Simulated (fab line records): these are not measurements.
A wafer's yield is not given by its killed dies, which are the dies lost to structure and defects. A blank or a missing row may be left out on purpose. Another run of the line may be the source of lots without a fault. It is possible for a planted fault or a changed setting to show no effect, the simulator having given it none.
What tool caused it?	flow n5-finfet	24 lots with 72 wafers sampled at 5 steps, on a route of 1938 steps

== WHAT THE GAUGES READ, wafer by wafer ==
N5_SD_EPI_P_EPI_MEAS_23. Usual: thk-nm at 61.0 nm, with a standard deviation of 1.1.
lot	measured	on	thk-nm (nm)	flag
L074	day 3 16:29	film-metro-02	60.8 60.8 59.8	
L075	day 3 20:28	film-metro-02	62.4 59.5 60.6	
L076	day 4 02:52	film-metro-02	59.9 61.0 58.9	
L077	day 4 04:51	film-metro-01	61.7 61.5 63.6	
L078	day 4 11:46	film-metro-01	60.8 60.3 59.4	
L079	day 4 18:44	film-metro-01	61.6 61.2 62.0	
L080	day 4 22:32	film-metro-02	62.1 62.1 60.6	
L081	day 5 04:34	film-metro-01	61.5 60.9 62.2	
L082	day 5 10:35	film-metro-02	59.7 60.3 60.9	
L083	day 5 14:31	film-metro-02	61.5 63.4 61.4	
L084	day 5 21:02	film-metro-01	60.3 62.1 59.8	
L085	day 6 05:32	film-metro-02	61.8 60.4 59.0	
L086	day 6 11:04	film-metro-01	61.8 61.9 61.8	
L087	day 6 16:29	film-metro-02	61.7 63.5 62.6	
L088	day 6 23:28	film-metro-01	60.9 61.0 60.2	
L089	day 7 07:31	film-metro-02	59.6 60.9 62.2	
L090	day 7 09:45	film-metro-01	59.7 60.0 62.0	
L091	day 7 17:17	film-metro-02	59.0 61.2 61.2	
L092	day 7 22:14	film-metro-01	58.9 59.8 58.8	
L093	day 8 05:33	film-metro-01	62.4 61.0 63.4	
L094	day 8 09:55	film-metro-02	59.0 60.8 58.9	
L095	day 8 15:30	film-metro-02	60.7 58.7 62.0	
L096	day 8 22:08	film-metro-01	60.6 62.8 61.4	
L097	day 9 03:29	film-metro-02	62.8 62.1 62.4	

== WHICH TOOL RAN EACH LOT (tool, then ch and the chambers of the sampled wafers, then the start) ==
lot	N5_SPACER0_ALD_07	N5_SD_EPI_N_ETCH_35	N5_SD_EPI_P_ETCH_37	N5_SD_EPI_P_STRIP_40
L074	ald-sin-02 ch 0,1,3, day 3 07:14	rie-diel-05 ch 0,1, day 3 08:23	rie-diel-03 ch 0,1,2, day 3 13:02	plasma-asher-01 ch 0,1, day 3 13:47
L075	ald-sin-03 ch 1,2, day 3 08:51	rie-diel-02 ch 0,1,2, day 3 11:11	rie-diel-03 ch 2,3, day 3 17:01	plasma-asher-01 ch 0,1, day 3 17:46
L076	ald-sin-03 ch 0,1,2, day 3 17:51	rie-diel-02 ch 0,1,3, day 3 18:53	rie-diel-03 ch 0,2,3, day 3 23:24	plasma-asher-02 ch 0,1, day 4 00:08
L077	ald-sin-02 ch 0,1,2, day 3 19:23	rie-diel-06 ch 0,1, day 3 20:31	rie-diel-04 ch 0,1,3, day 4 01:24	plasma-asher-02 ch 0,1, day 4 02:08
L078	ald-sin-04 ch 0,1,3, day 4 01:55	rie-diel-02 ch 0,2, day 4 02:56	rie-diel-01 ch 2,3, day 4 07:29	plasma-asher-02 ch 0,1, day 4 08:13
L079	ald-sin-03 ch 0,3, day 4 08:02	rie-diel-02 ch 2,3, day 4 09:10	rie-diel-03 ch 1,3, day 4 15:16	plasma-asher-01 ch 0,1, day 4 16:01
L080	ald-sin-03 ch 0,1,3, day 4 12:23	rie-diel-02 ch 0,2, day 4 13:41	rie-diel-01 ch 1,2,3, day 4 19:03	plasma-asher-01 ch 0,1, day 4 19:50
L081	ald-sin-04 ch 0,1,2, day 4 17:12	rie-diel-06 ch 0,1, day 4 18:21	rie-diel-04 ch 0,1,3, day 5 00:16	plasma-asher-01 ch 1, day 5 01:01
L082	ald-sin-04 ch 2,3, day 4 23:46	rie-diel-05 ch 0,1,3, day 5 01:02	rie-diel-04 ch 0,1,3, day 5 06:17	plasma-asher-01 ch 0,1, day 5 07:03
L083	ald-sin-02 ch 1,2,3, day 5 05:22	rie-diel-06 ch 1,3, day 5 06:24	rie-diel-01 ch 0,1, day 5 11:04	plasma-asher-01 ch 0,1, day 5 11:48
L084	ald-sin-03 ch 1,2,3, day 5 10:57	rie-diel-05 ch 0,3, day 5 12:25	rie-diel-03 ch 0,1, day 5 17:35	plasma-asher-01 ch 0,1, day 5 18:20
L085	ald-sin-02 ch 0,3, day 5 18:56	rie-diel-02 ch 0,1,2, day 5 19:58	rie-diel-01 ch 0,3, day 6 01:14	plasma-asher-02 ch 0,1, day 6 01:58
L086	ald-sin-04 ch 1,2,3, day 6 01:49	rie-diel-06 ch 0,1, day 6 02:58	rie-diel-03 ch 0,1, day 6 07:37	plasma-asher-01 ch 0,1, day 6 08:22
L087	ald-sin-02 ch 2,3, day 6 05:25	rie-diel-05 ch 1,2, day 6 06:38	rie-diel-04 ch 2,3, day 6 11:54	plasma-asher-02 ch 0,1, day 6 12:56
L088	ald-sin-03 ch 0,2,3, day 6 11:32	rie-diel-02 ch 1,3, day 6 13:49	rie-diel-03 ch 2,3, day 6 19:11	plasma-asher-01 ch 0,1, day 6 19:55
L089	ald-sin-02 ch 1,2,3, day 6 22:28	rie-diel-02 ch 1,3, day 6 23:37	rie-diel-04 ch 0,1, day 7 04:04	plasma-asher-02 ch 1, day 7 04:49
L090	ald-sin-04 ch 1,3, day 6 22:55	rie-diel-05 ch 0,1,2, day 7 00:09	rie-diel-04 ch 0,1,2, day 7 05:27	plasma-asher-01 ch 1, day 7 06:11
L091	ald-sin-02 ch 0,2,3, day 7 08:14	rie-diel-02 ch 0,2,3, day 7 09:23	rie-diel-04 ch 0,3, day 7 13:49	plasma-asher-02 ch 1, day 7 14:34
L092	ald-sin-04 ch 0,1,2, day 7 11:18	rie-diel-02 ch 0,1,3, day 7 12:28	rie-diel-01 ch 0,1,2, day 7 17:56	plasma-asher-01 ch 0,1, day 7 18:41
L093	ald-sin-03 ch 1,2, day 7 20:31	rie-diel-02 ch 0,1, day 7 21:40	rie-diel-01 ch 2,3, day 8 02:06	plasma-asher-01 ch 0,1, day 8 02:52
L094	ald-sin-02 ch 0,1,3, day 7 23:52	rie-diel-06 ch 0,2, day 8 01:09	rie-diel-04 ch 0,2,3, day 8 06:19	plasma-asher-01 ch 0,1, day 8 07:04
L095	ald-sin-02 ch 0,1,2, day 8 05:20	rie-diel-06 ch 0,2, day 8 06:42	rie-diel-04 ch 0,1,2, day 8 12:03	plasma-asher-02 ch 0,1, day 8 12:47
L096	ald-sin-04 ch 0,2, day 8 11:34	rie-diel-05 ch 0,2,3, day 8 12:35	rie-diel-04 ch 1,3, day 8 18:41	plasma-asher-01 ch 0,1, day 8 19:25
L097	ald-sin-02 ch 1,2,3, day 8 17:38	rie-diel-06 ch 0,1, day 8 18:47	rie-diel-04 ch 0,1,2, day 8 23:59	plasma-asher-02 ch 0,1, day 9 00:45
- N5_SPACER0_ALD_07: deposits SiNx, target thk 2 nm.
- N5_SD_EPI_N_ETCH_35: etches SOC in N2/H2, overetch 108 nm, time 486 s.
- N5_SD_EPI_P_ETCH_37: etches SOC in N2/H2, overetch 108 nm, time 486 s.
- N5_SD_EPI_P_STRIP_40: strips in N2/H2.

== WHAT THE TOOLS THEMSELVES READ (means of the sampled wafers that have a number; where no wafer has one, the mark that the record gives instead) ==
N5_SPACER0_ALD_07. Usual: heater-power-w at 873 W, with a standard deviation of 93.
lot	tool	heater-power-w (W)	flag
L074	ald-sin-02	893	
L075	ald-sin-03	825	
L076	ald-sin-03	909	
L077	ald-sin-02	972	
L078	ald-sin-04	837	
L079	ald-sin-03	960	
L080	ald-sin-03	869	
L081	ald-sin-04	824	
L082	ald-sin-04	880	
L083	ald-sin-02	888	
L084	ald-sin-03	802	
L085	ald-sin-02	822	
L086	ald-sin-04	868	
L087	ald-sin-02	823	
L088	ald-sin-03	894	
L089	ald-sin-02	885	
L090	ald-sin-04	887	
L091	ald-sin-02	870	
L092	ald-sin-04	811	
L093	ald-sin-03	804	
L094	ald-sin-02	876	
L095	ald-sin-02	942	
L096	ald-sin-04	796	
L097	ald-sin-02	887	

N5_SD_EPI_N_ETCH_35. Usual: drypump-motor-current-A 5.8 A, standard deviation 0.57; oes-product-au 0.72 a.u., standard deviation 0.081; rf-vpp-V 240.1 V, standard deviation 0.98; showerhead-plenum-p-Torr 2.50 Torr, standard deviation 0.064; throttle-valve-pct 23.8 %, standard deviation 0.44.
lot	tool	drypump-motor-current-A (A)	oes-product-au (a.u.)	rf-vpp-V (V)	showerhead-plenum-p-Torr (Torr)	throttle-valve-pct (%)	flag
L074	rie-diel-05	6.3	0.82	239.8	2.48	23.4	
L075	rie-diel-02	5.6	0.74	240.5	2.49	23.7	
L076	rie-diel-02	5.5	0.70	239.9	2.51	23.8	
L077	rie-diel-06	5.2	0.65	239.4	2.42	23.9	
L078	rie-diel-02	5.8	0.78	239.7	2.49	23.9	
L079	rie-diel-02	6.2	0.71	239.6	2.50	23.9	
L080	rie-diel-02	5.8	0.76	240.2	2.49	23.9	
L081	rie-diel-06	5.2	0.64	239.2	2.41	23.9	
L082	rie-diel-05	5.8	0.79	239.4	2.47	23.4	
L083	rie-diel-06	6.3	0.66	240.8	2.57	23.9	
L084	rie-diel-05	5.6	0.74	239.3	2.47	23.5	
L085	rie-diel-02	5.6	0.79	239.8	2.48	23.6	
L086	rie-diel-06	5.6	0.63	239.0	2.39	23.6	
L087	rie-diel-05	6.4	0.76	240.4	2.49	23.6	
L088	rie-diel-02	5.7	0.75	239.6	2.49	23.4	
L089	rie-diel-02	5.6	0.74	240.2	2.49	23.5	
L090	rie-diel-05	6.3	0.72	240.3	2.49	23.7	
L091	rie-diel-02	5.8	0.71	239.3	2.50	24.0	
L092	rie-diel-02	5.5	0.73	240.1	2.50	23.8	
L093	rie-diel-02	5.4	0.78	240.6	2.48	23.4	
L094	rie-diel-06	5.3	0.69	238.9	2.44	24.1	
L095	rie-diel-06	5.8	0.75	239.3	2.46	23.9	
L096	rie-diel-05	5.8	0.70	239.7	2.48	23.7	
L097	rie-diel-06	5.6	0.79	241.1	2.60	23.5	

N5_SD_EPI_P_ETCH_37. Usual: drypump-motor-current-A 5.9 A, standard deviation 0.57; oes-product-au 0.70 a.u., standard deviation 0.078; rf-vpp-V 240.7 V, standard deviation 1.2; showerhead-plenum-p-Torr 2.54 Torr, standard deviation 0.073; throttle-valve-pct 23.9 %, standard deviation 0.35.
lot	tool	drypump-motor-current-A (A)	oes-product-au (a.u.)	rf-vpp-V (V)	showerhead-plenum-p-Torr (Torr)	throttle-valve-pct (%)	flag
L074	rie-diel-03	5.3	0.72	241.0	2.52	23.6	
L075	rie-diel-03	5.8	0.65	239.9	2.48	23.7	
L076	rie-diel-03	5.6	0.71	240.3	2.54	23.5	
L077	rie-diel-04	6.3	0.68	240.6	2.54	24.1	
L078	rie-diel-01	6.2	0.69	239.1	2.51	23.8	
L079	rie-diel-03	5.6	0.68	240.7	2.57	23.6	
L080	rie-diel-01	5.9	0.70	239.6	2.51	23.8	
L081	rie-diel-04	6.3	0.68	240.2	2.54	24.1	
L082	rie-diel-04	6.3	0.67	240.5	2.54	24.1	
L083	rie-diel-01	4.9	0.77	241.0	2.56	23.7	
L084	rie-diel-03	5.2	0.72	240.7	2.55	23.6	
L085	rie-diel-01	5.3	0.82	240.6	2.55	23.6	
L086	rie-diel-03	5.1	0.75	241.1	2.57	23.5	
L087	rie-diel-04	6.4	0.72	239.4	2.49	24.1	
L088	rie-diel-03	5.7	0.64	240.6	2.47	23.7	
L089	rie-diel-04	6.2	0.68	239.8	2.57	24.1	
L090	rie-diel-04	6.0	0.71	240.9	2.60	24.2	
L091	rie-diel-04	6.3	0.64	239.9	2.49	24.2	
L092	rie-diel-01	5.3	0.77	240.7	2.53	23.7	
L093	rie-diel-01	6.3	0.83	239.8	2.50	23.5	
L094	rie-diel-04	6.0	0.68	241.2	2.55	24.3	
L095	rie-diel-04	6.0	0.70	241.8	2.59	24.2	
L096	rie-diel-04	6.5	0.69	241.0	2.50	24.0	
L097	rie-diel-04	6.0	0.70	241.9	2.59	24.2	

N5_SD_EPI_P_STRIP_40. Usual: drypump-motor-current-A 5.6 A, standard deviation 0.32; heater-power-w 350 W, standard deviation 23; oes-product-au 0.761 a.u., standard deviation 0.011.
lot	tool	drypump-motor-current-A (A)	heater-power-w (W)	oes-product-au (a.u.)	flag
L074	plasma-asher-01	5.8	363	0.763	
L075	plasma-asher-01	5.7	364	0.756	
L076	plasma-asher-02	5.5	330	0.769	
L077	plasma-asher-02	5.5	327	0.765	
L078	plasma-asher-02	5.3	322	0.773	
L079	plasma-asher-01	5.6	365	0.758	
L080	plasma-asher-01	5.7	362	0.756	
L081	plasma-asher-01	5.6	360	0.755	
L082	plasma-asher-01	5.8	365	0.772	
L083	plasma-asher-01	5.8	368	0.761	
L084	plasma-asher-01	5.9	369	0.763	
L085	plasma-asher-02	5.5	333	0.766	
L086	plasma-asher-01	5.7	364	0.754	
L087	plasma-asher-02	5.3	318	0.768	
L088	plasma-asher-01	5.6	361	0.764	
L089	plasma-asher-02	5.1	311	0.755	
L090	plasma-asher-01	5.6	362	0.770	
L091	plasma-asher-02	5.1	310	0.753	
L092	plasma-asher-01	5.8	365	0.757	
L093	plasma-asher-01	5.8	369	0.767	
L094	plasma-asher-01	5.8	370	0.762	
L095	plasma-asher-02	5.5	329	0.754	
L096	plasma-asher-01	5.7	358	0.765	
L097	plasma-asher-02	5.5	333	0.758	

== THE ANSWER, worked out from the rows above alone ==
Rule: a lot counts as off when the mean over its wafers that have a number is more than 3 standard deviations away from the usual mean. Also off: a lot with no number at a reading for which 4 or more lots have one. All remaining lots with rows at the step are treated as sound. The gauges are gone through in route order, then the tools' own readings, and for those a lot's mean is taken as printed above. At the first step where some lot is off, the reading lying furthest off is the one used; lots without a number count as furthest.
None of the lots is off at any reading shown; this tells nothing.

== WHAT THE SIMULATOR HAD INSERTED ==
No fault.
